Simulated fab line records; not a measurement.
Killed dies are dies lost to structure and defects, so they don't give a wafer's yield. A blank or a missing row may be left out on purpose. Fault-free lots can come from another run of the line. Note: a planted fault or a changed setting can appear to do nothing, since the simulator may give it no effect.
Comparing a struck lot with a sound one :: flow n5-finfet :: 16 steps out of a route of 1938
Sound: the wafers L354.2, L354.3, L354.5. Struck: wafer L371.2. (L371.1, L371.6 of the same lot were not struck and are left out.) The cause comes at the end.
Order at every step that has rows: each side's tool, ch and its chambers, its first start. Under that, the readings that differ: sound wafers :: struck wafers :: difference of the means :: sigmas: that difference in standard deviations of wafers without a fault.
alike: readings whose means differ by less than 2 such deviations, and words and numbers that are the same on both sides. not compared: withheld readings, readings that some wafer has no value for, bounds like >300 that may hide the same value, and numbers for which the record gives no deviation and whose values overlap.
Wherever a step has rows on one side only, a row that says differs or no value, or a row with sigmas, the two part there. When numbers do not overlap yet have no deviation, they are printed without sigmas and do not part them. Lack of a reading on every wafer of one side parts them only where that side has two or more wafers.

first, 2 steps without rows for these wafers: N5_FIN_SAQP_SPACER1_ETCHBACK_25 (etches SiO2 in CHF3/O2, target depth 24.4 nm, time 12.2 s); N5_FIN_SAQP_MANDREL1_REMOVE_56 (chemistry HBr/Cl2/O2, target a-Si, stops on SiNx, bt time 10 s).
N5_FIN_SAQP_CD_MEAS_27: target cd 20 nm.
  sound on cd-sem-03 ch 0, day 2 00:04; struck on cd-sem-02 ch 0, day 6 06:16
  alike: cd-nm
then, 2 steps without rows for these wafers: N5_FIN_SAQP_ETCH_57 (etches SiNx in CH3F/O2, target depth 32.5 nm, time 46.4 s); N5_FIN_SAQP_ETCH_65 (etches SiO2 in CF4, target depth 4 nm, time 4.4 s).
N5_FIN_SAQP_MANDREL_ETCH_58: etches a-Si in HBr/Cl2, stops on SiNx, target depth 45 nm, bt time 10 s, time 27 s.
  sound on rie-si-06 ch 1,3, day 2 00:18; struck on rie-si-06 ch 0, day 6 06:27
  alike: drypump-motor-current-A, oes-product-au, throttle-valve-pct
  not compared: rf-hours-counter-h
N5_FIN_SAQP_RECESS_63: chemistry HF/NH3, target SiO2, target depth 18 nm, afs cycles 3, sublimation time 60 s.
  sound on vapor-etch-01 ch 0,1, day 2 00:23; struck on vapor-etch-02 ch 0, day 6 06:32
  alike: drypump-motor-current-A
then, 2 steps without rows for these wafers: N5_FIN_SAQP_COAT_68 (time 60 s, resist thk 100 nm); N5_FIN_SAQP_ETCH_69 (etches SOC in N2/H2, stops on SiNx, target depth 150 nm).
N5_FIN_SAQP_ETCH_67: etches SiNx in CH3F/O2, target depth 30 nm.
  sound on rie-diel-06 ch 0,2,3, day 2 00:53; struck on rie-diel-06 ch 0, day 6 07:02
  alike: drypump-motor-current-A, mfc-ar-sccm, oes_f_703_au, oes-product-au, rf-vpp-V, showerhead-plenum-p-Torr, throttle-valve-pct
  not compared: rf-hours-counter-h
N5_FIN_SAQP_STRIP_70: strips in N2/H2.
  sound on rie-diel-06 ch 0,2,3, day 2 00:56; struck on rie-diel-06 ch 0, day 6 07:05
  alike: drypump-motor-current-A, oes-product-au, rf-vpp-V, showerhead-plenum-p-Torr, throttle-valve-pct
  not compared: rf-hours-counter-h
N5_FIN_SAQP_RECESS_71: chemistry HF/NH3, target SiO2, target depth 3 nm, afs cycles 1, sublimation time 60 s.
  sound on vapor-etch-02 ch 0, day 2 00:59; struck on vapor-etch-02 ch 0, day 6 07:08
  alike: drypump-motor-current-A
N5_FIN_SAQP_SPACER2_ALD_28: deposits SiO2, target thk 8.1 nm, pulse time 1 s, purge time 2 s.
  sound on ald-sin-03 ch 0,1, day 2 02:32; struck on ald-sin-03 ch 2, day 6 07:17
reading: heater-power-w (W)
sound: 523 418 526
struck: 571
difference: +82
sigmas: +2

reading: susceptor-temp-C (C)
sound: 299.92 300.38 299.79
struck: 310.12
difference: +10.09
sigmas: +50
  alike: precursor-pulse-height-rel
then, 1 step without rows for these wafers: N5_FIN_SAQP_SPACER2_ETCHBACK_29 (etches SiO2 in CHF3/O2, target depth 12.2 nm, time 6.1 s).
-- here the record skips 6 days between the struck wafers' starts before and after, leaving off in module FIN_SAQP and picking up in module BEOL_M4 (first step shown: number 1111 of the route) --
N5_BEOL_M4_RC_MEAS_101:
  sound on prober-02 ch 0, day 7 22:53; struck on prober-02 ch 0, day 11 23:47
  alike: DIBL_N, DIBL_P, IOFF_N, IOFF_P, ION_N, ION_P, SS_N, SS_P, VT_N, VT_P
N5_PASSIVATION_PROBE_49:
  the record holds rows for the sound wafers here (prober-02, day 12 06:41) but none for the struck ones

## WHERE THEY PART
At N5_FIN_SAQP_SPACER2_ALD_28 first; at N5_PASSIVATION_PROBE_49 last (within this record only).

WHY: what the simulator had put in
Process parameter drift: ald-sin-03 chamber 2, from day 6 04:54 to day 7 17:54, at N5_FIN_SAQP_SPACER2_ALD_28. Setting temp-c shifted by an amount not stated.
